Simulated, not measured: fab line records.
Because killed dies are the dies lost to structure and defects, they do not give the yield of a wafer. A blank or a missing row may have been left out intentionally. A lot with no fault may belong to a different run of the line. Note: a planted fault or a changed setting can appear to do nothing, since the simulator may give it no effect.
Which tool is to blame? + flow n5 finfet + 30 wafers from 10 lots sampled at 6 of the route's 1938 steps

== WHAT EACH GAUGE READ, for each wafer ==
N5_BEOL_M4_RC_MEAS_101.
| lot  | measured     | on        | DIBL_N (mV/V)  | DIBL_P (mV/V)  | IOFF_N (nA/um)    | IOFF_P (nA/um)    | ION_N (uA/um) | ION_P (uA/um) | SS_N (mV/dec)  | SS_P (mV/dec)  | VT_N (mV)         | VT_P (mV)      |
|------|--------------|-----------|----------------|----------------|-------------------|-------------------|---------------|---------------|----------------|----------------|-------------------|----------------|
| L198 | day 9 01:15  | prober-02 | 35.6 37.3 36.9 | 34.5 36.0 36.0 | 0.152 0.181 0.180 | 0.219 0.244 0.244 | 676 685 679   | 470 472 468   | 71.3 71.9 71.7 | 73.5 73.3 73.9 | 247.8 246.9 249.0 | -246 -247 -245 |
| L197 | day 9 04:13  | prober-02 | 35.3 34.1 34.1 | 33.7 32.7 33.6 | 0.136 0.125 0.129 | 0.182 0.170 0.179 | 658 659 668   | 455 458 458   | 70.3 70.5 70.8 | 73.0 72.9 72.8 | 255.9 253.4 253.7 | -250 -250 -251 |
| L202 | day 10 17:10 | prober-01 | 36.8 36.2 35.3 | 37.2 36.7 35.4 | 0.144 0.149 0.128 | 0.192 0.185 0.163 | 676 678 675   | 460 460 452   | 71.5 71.3 71.1 | 73.0 73.2 72.7 | 251.5 251.0 253.6 | -252 -256 -255 |
| L207 | day 13 02:11 | prober-02 | 35.6 36.8 35.9 | 34.4 36.1 35.5 | 0.148 0.175 0.152 | 0.192 0.229 0.214 | 673 687 671   | 458 468 464   | 70.7 71.4 71.7 | 73.2 73.6 73.0 | 250.9 248.2 248.8 | -250 -248 -248 |
| L204 | day 13 12:19 | prober-01 | 35.0 37.5 36.5 | 35.7 38.7 37.6 | 0.166 0.216 0.195 | 0.218 0.273 0.262 | 672 671 671   | 460 466 469   | 71.2 71.8 71.5 | 72.8 73.4 74.1 | 247.8 248.1 247.5 | -251 -248 -249 |
| L211 | day 14 05:10 | prober-01 | 36.7 36.8 35.3 | 35.2 37.2 35.2 | 0.151 0.157 0.133 | 0.167 0.193 0.169 | 675 674 665   | 448 460 453   | 72.3 71.7 71.6 | 73.0 73.3 72.5 | 250.5 248.2 251.8 | -255 -254 -252 |
| L215 | day 14 22:31 | prober-01 | 39.3 37.9 37.2 | 37.6 37.0 36.2 | 0.193 0.165 0.149 | 0.207 0.200 0.180 | 689 679 672   | 461 466 456   | 71.7 71.7 71.6 | 74.3 73.7 73.5 | 245.8 249.2 252.1 | -252 -253 -255 |
| L216 | day 15 15:37 | prober-01 | 37.1 37.7 36.9 | 39.1 38.4 38.3 | 0.171 0.176 0.168 | 0.247 0.233 0.222 | 674 675 678   | 463 465 466   | 72.1 72.4 71.7 | 73.3 73.7 73.8 | 249.8 250.0 252.3 | -248 -248 -251 |

== WHICH TOOL RAN EACH LOT (tool, then ch and the chambers of the sampled wafers, then the start) ==
| lot  | N5_BEOL_M3_SPUTTER_88        | N5_BEOL_M3_SPUTTER_94        | N5_BEOL_M3_ECD_50              | N5_BEOL_M3_ANNEAL_51             | N5_BEOL_M3_CMP_52             |
|------|------------------------------|------------------------------|--------------------------------|----------------------------------|-------------------------------|
| L198 | pvd sputter-02, day 8 08:40  | pvd sputter-02, day 8 09:20  | ecd cu-01 ch 0,1, day 8 09:40  | rtp anneal-01 ch 0, day 8 09:50  | cmp-01 ch 0,1,2, day 8 10:11  |
| L197 | pvd sputter-03, day 8 11:27  | pvd sputter-03, day 8 12:07  | ecd cu-01 ch 0,1, day 8 12:27  | rtp anneal-01 ch 0, day 8 12:31  | cmp-04 ch 0,1,2, day 8 12:49  |
| L202 | pvd sputter-02, day 10 01:20 | pvd sputter-02, day 10 02:00 | ecd cu-02 ch 0,1, day 10 02:20 | rtp anneal-02 ch 0, day 10 02:32 | cmp-01 ch 0,1,3, day 10 02:52 |
| L203 | pvd sputter-03, day 10 04:57 | pvd sputter-03, day 10 05:41 | ecd cu-02 ch 0,1, day 10 06:04 | rtp anneal-02 ch 0, day 10 06:11 | cmp-02 ch 1,2,3, day 10 06:29 |
| L206 | pvd sputter-01, day 10 10:44 | pvd sputter-01, day 10 11:23 | ecd cu-02 ch 0,1, day 10 11:44 | rtp anneal-01 ch 0, day 10 11:51 | cmp-01 ch 1,2,3, day 10 12:07 |
| L207 | pvd sputter-03, day 12 13:12 | pvd sputter-03, day 12 13:52 | ecd cu-02 ch 0,1, day 12 14:12 | rtp anneal-02 ch 0, day 12 14:19 | cmp-02 ch 0,1,2, day 12 14:37 |
| L204 | pvd sputter-02, day 12 14:25 | pvd sputter-02, day 12 15:05 | ecd cu-02 ch 0,1, day 12 15:26 | rtp anneal-02 ch 0, day 12 15:35 | cmp-02 ch 0,1,3, day 12 15:52 |
| L211 | pvd sputter-01, day 12 20:25 | pvd sputter-01, day 12 21:04 | ecd cu-02 ch 0,1, day 12 21:25 | rtp anneal-01 ch 0, day 12 21:32 | cmp-01 ch 0,3, day 12 21:49   |
| L215 | pvd sputter-01, day 13 13:39 | pvd sputter-01, day 13 14:19 | ecd cu-02 ch 0,1, day 13 14:39 | rtp anneal-02 ch 0, day 13 14:44 | cmp-01 ch 0,2,3, day 13 15:01 |
| L216 | pvd sputter-02, day 14 09:41 | pvd sputter-02, day 14 10:20 | ecd cu-02 ch 0,1, day 14 10:41 | rtp anneal-01 ch 0, day 14 10:53 | cmp-04 ch 0,2,3, day 14 11:10 |
- N5_BEOL_M3_SPUTTER_88: material Cu, target thk 4.5 nm, time 8.29 s.
- N5_BEOL_M3_SPUTTER_94: material Cu, target thk 4.5 nm, time 8.29 s.
- N5_BEOL_M3_ECD_50: material Cu, target thk 300 nm.
- N5_BEOL_M3_ANNEAL_51: time 90 s.
- N5_BEOL_M3_CMP_52: polishes, stops on SiOC, t overpolish 6.8 s, target thk 40 nm.

== WHAT THE TOOLS THEMSELVES READ (means of the sampled wafers that have a number; where no wafer has one, the mark that the record gives instead) ==
N5_BEOL_M3_SPUTTER_88.
| lot  | tool           | throttle valve pct (%) |
|------|----------------|------------------------|
| L198 | pvd sputter-02 | 29.6                   |
| L197 | pvd sputter-03 | 30.2                   |
| L202 | pvd sputter-02 | 29.4                   |
| L203 | pvd sputter-03 | 30.7                   |
| L206 | pvd sputter-01 | 29.5                   |
| L207 | pvd sputter-03 | 31.0                   |
| L204 | pvd sputter-02 | 31.0                   |
| L211 | pvd sputter-01 | 28.5                   |
| L215 | pvd sputter-01 | 29.5                   |
| L216 | pvd sputter-02 | 29.7                   |

N5_BEOL_M3_SPUTTER_94.
| lot  | tool           | throttle valve pct (%) |
|------|----------------|------------------------|
| L198 | pvd sputter-02 | 29.6                   |
| L197 | pvd sputter-03 | 29.9                   |
| L202 | pvd sputter-02 | 29.6                   |
| L203 | pvd sputter-03 | 30.7                   |
| L206 | pvd sputter-01 | 29.4                   |
| L207 | pvd sputter-03 | 30.7                   |
| L204 | pvd sputter-02 | 30.9                   |
| L211 | pvd sputter-01 | 28.5                   |
| L215 | pvd sputter-01 | 29.6                   |
| L216 | pvd sputter-02 | 29.6                   |

N5_BEOL_M3_ANNEAL_51.
| lot  | tool          | wafer_temp_C_max |
|------|---------------|------------------|
| L198 | rtp anneal-01 | 225.6            |
| L197 | rtp anneal-01 | 225.9            |
| L202 | rtp anneal-02 | 226.4            |
| L203 | rtp anneal-02 | 226.5            |
| L206 | rtp anneal-01 | 225.9            |
| L207 | rtp anneal-02 | 226.4            |
| L204 | rtp anneal-02 | 226.4            |
| L211 | rtp anneal-01 | 225.7            |
| L215 | rtp anneal-02 | 226.2            |
| L216 | rtp anneal-01 | 226.0            |

N5_BEOL_M3_CMP_52.
| lot  | tool   | motor current A (A) | pad life wafers | time to endpoint s (s) |
|------|--------|---------------------|-----------------|------------------------|
| L198 | cmp-01 | 5.6                 | 1023            | 61.1                   |
| L197 | cmp-04 | 5.8                 | 1400            | 62.9                   |
| L202 | cmp-01 | 5.4                 | 1352            | 64.6                   |
| L203 | cmp-02 | 6.0                 | 812             | 1.3                    |
| L206 | cmp-01 | 5.6                 | 1424            | 2.0                    |
| L207 | cmp-02 | 6.1                 | 1298            | 62.7                   |
| L204 | cmp-02 | 5.6                 | 1310            | 65.4                   |
| L211 | cmp-01 | 4.8                 | 1832            | 60.6                   |
| L215 | cmp-01 | 5.1                 | 1976            | 58.7                   |
| L216 | cmp-04 | 6.3                 | 387             | 57.9                   |

== THE ANSWER, worked out from the rows above alone ==
Rule: the usual values come from the lots themselves. The widest of any qualifying gaps counts: lots, ordered by their means at a reading, are off when they make up no more than a third of the lots, leave a main group of 4 or more, and stand apart from it by 3 or more times the standard deviation of that group's means. Not used: any main group whose means are identical at the precision the tables above print for the reading. Also off: a lot with no number at a reading for which 4 or more lots have one. Where the step has rows for the other lots, those lots are counted as sound. First the gauges in route order, then the tools' own readings, where a lot's mean is used as printed above. The first step at which some lot is off is used, and at that step the reading that is off furthest; a lot without a number counts as furthest.
Off: L203, L206 (N5_BEOL_M3_CMP_52, time to endpoint s). Mean 61.7 s and standard deviation 2.5 in the main group.
A tool fits if, at that step or a process step before it, it ran every lot that is off, and no sound lot after the first of them. Of those tried, none fits.

== WHAT THE SIMULATOR HAD INSERTED ==
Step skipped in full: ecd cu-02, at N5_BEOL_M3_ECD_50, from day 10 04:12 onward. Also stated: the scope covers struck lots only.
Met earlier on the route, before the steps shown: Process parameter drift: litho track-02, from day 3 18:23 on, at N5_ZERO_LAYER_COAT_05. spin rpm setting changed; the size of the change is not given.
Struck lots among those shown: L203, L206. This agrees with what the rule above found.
